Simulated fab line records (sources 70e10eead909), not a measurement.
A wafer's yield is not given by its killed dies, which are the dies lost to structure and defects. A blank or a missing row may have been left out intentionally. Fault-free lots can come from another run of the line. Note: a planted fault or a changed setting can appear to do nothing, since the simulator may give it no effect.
Matching of chambers -- flow nandHarc -- rieDiel-07 running NHARC_P_GATE_DESCUM_48: 4 sister chambers
The step chemistry O2, time 3 s. 4 wafers are shown with their chamber, then 12 later ones without.

WAFERS WITH THEIR CHAMBER
wafer,chamber,drypumpMotorCurrentA (A)
L087.2,2,5.4
L087.1,1,5.6
L089.3,3,6.0
L089.4,0,6.2

WAFERS WHOSE CHAMBER IS MISSING
wafer,drypumpMotorCurrentA (A)
L090.4,6.3
L090.5,5.4
L090.6,6.3
L095.2,5.4
L095.3,6.3
L095.6,6.3
L095.1,6.0
L095.4,5.4
L095.5,6.0
L096.1,6.0
L096.5,6.3
L096.6,5.6

EACH ONE'S CHAMBER
wafer,from the rows above,in truth
L090.4,0,0
L090.5,2,2
L090.6,0,0
L095.2,2,2
L095.3,0,0
L095.6,0,0
L095.1,3,3
L095.4,2,2
L095.5,3,3
L096.1,3,3
L096.5,0,0
L096.6,1,1
12 of 12 placed correctly. Can't be placed from these rows: 0. Number placed wrongly: 0.
How it was worked out, from the rows above alone: a wafer's distance from a chamber is the root of the sum, over the readings, of the square of ((its reading less the chamber's mean) divided by the reading's scatter). If the next closest chamber is less than 2 further off than the closest, the wafer can't be placed; otherwise it belongs to the closest. Each chamber's mean is taken over the wafers shown for it. The scatter: with one shown wafer a chamber, the root of the mean of the squares of how far each hidden wafer lies from its nearest shown one.
